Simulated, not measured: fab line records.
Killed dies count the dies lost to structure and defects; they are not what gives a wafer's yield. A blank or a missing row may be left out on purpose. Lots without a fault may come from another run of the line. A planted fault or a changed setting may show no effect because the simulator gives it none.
Matching of chambers || flow n5Finfet || 4 sister chambers for N5_BEOL_M3_ALD_84 on aldMetal-04
The step deposits TaN, pulse time 2 s, purge time 3 s, co reactant purge time 2 s. 8 wafers are shown with their chamber, then 12 later ones without.

== WAFERS PAIRED WITH THEIR CHAMBERS ==
{"wafer": "L081.1", "chamber": 2, "heaterPowerW (W)": 406}
{"wafer": "L082.5", "chamber": 2, "heaterPowerW (W)": 422}
{"wafer": "L086.1", "chamber": 0, "heaterPowerW (W)": 405}
{"wafer": "L086.2", "chamber": 1, "heaterPowerW (W)": 360}
{"wafer": "L086.4", "chamber": 3, "heaterPowerW (W)": 433}
{"wafer": "L087.4", "chamber": 1, "heaterPowerW (W)": 353}
{"wafer": "L087.5", "chamber": 3, "heaterPowerW (W)": 421}
{"wafer": "L087.6", "chamber": 0, "heaterPowerW (W)": 414}

== WAFERS WITHOUT THEIR CHAMBER ==
{"wafer": "L093.1", "heaterPowerW (W)": 349}
{"wafer": "L093.3", "heaterPowerW (W)": 404}
{"wafer": "L093.5", "heaterPowerW (W)": 361}
{"wafer": "L090.1", "heaterPowerW (W)": 419}
{"wafer": "L090.2", "heaterPowerW (W)": 425}
{"wafer": "L090.4", "heaterPowerW (W)": 401}
{"wafer": "L092.3", "heaterPowerW (W)": 423}
{"wafer": "L092.4", "heaterPowerW (W)": 424}
{"wafer": "L092.5", "heaterPowerW (W)": 401}
{"wafer": "L097.1", "heaterPowerW (W)": 357}
{"wafer": "L097.3", "heaterPowerW (W)": 410}
{"wafer": "L097.5", "heaterPowerW (W)": 410}

== WHICH CHAMBER EACH WENT THROUGH ==
{"wafer": "L093.1", "from the rows above": 1, "in truth": 1}
{"wafer": "L093.3", "from the rows above": "can't be placed: 0 or 2", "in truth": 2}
{"wafer": "L093.5", "from the rows above": 1, "in truth": 1}
{"wafer": "L090.1", "from the rows above": "can't be placed: 2 or 3 or 0", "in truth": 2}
{"wafer": "L090.2", "from the rows above": "can't be placed: 3 or 2 or 0", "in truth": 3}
{"wafer": "L090.4", "from the rows above": "can't be placed: 0 or 2", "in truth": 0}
{"wafer": "L092.3", "from the rows above": "can't be placed: 3 or 2 or 0", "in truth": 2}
{"wafer": "L092.4", "from the rows above": "can't be placed: 3 or 2 or 0", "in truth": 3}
{"wafer": "L092.5", "from the rows above": "can't be placed: 0 or 2", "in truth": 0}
{"wafer": "L097.1", "from the rows above": 1, "in truth": 1}
{"wafer": "L097.3", "from the rows above": "can't be placed: 0 or 2", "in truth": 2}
{"wafer": "L097.5", "from the rows above": "can't be placed: 0 or 2", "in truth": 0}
Correct placement for 3 of the 12. Cannot be placed on the basis of these rows: 9; the candidates contain the true chamber in 9. Wrongly placed: 0.
How it was worked out, from the rows above alone: a wafer's distance from a chamber is the root of the sum, over the readings, of the square of ((its reading less the chamber's mean) divided by the reading's scatter). The wafer belongs to the nearest chamber; if the next one is less than 2 further off, it can't be placed. A chamber's mean is the mean of its shown wafers. The scatter: the root of (the sum of the squares of (reading less its chamber's mean) over the shown wafers, divided by (wafers less chambers)).
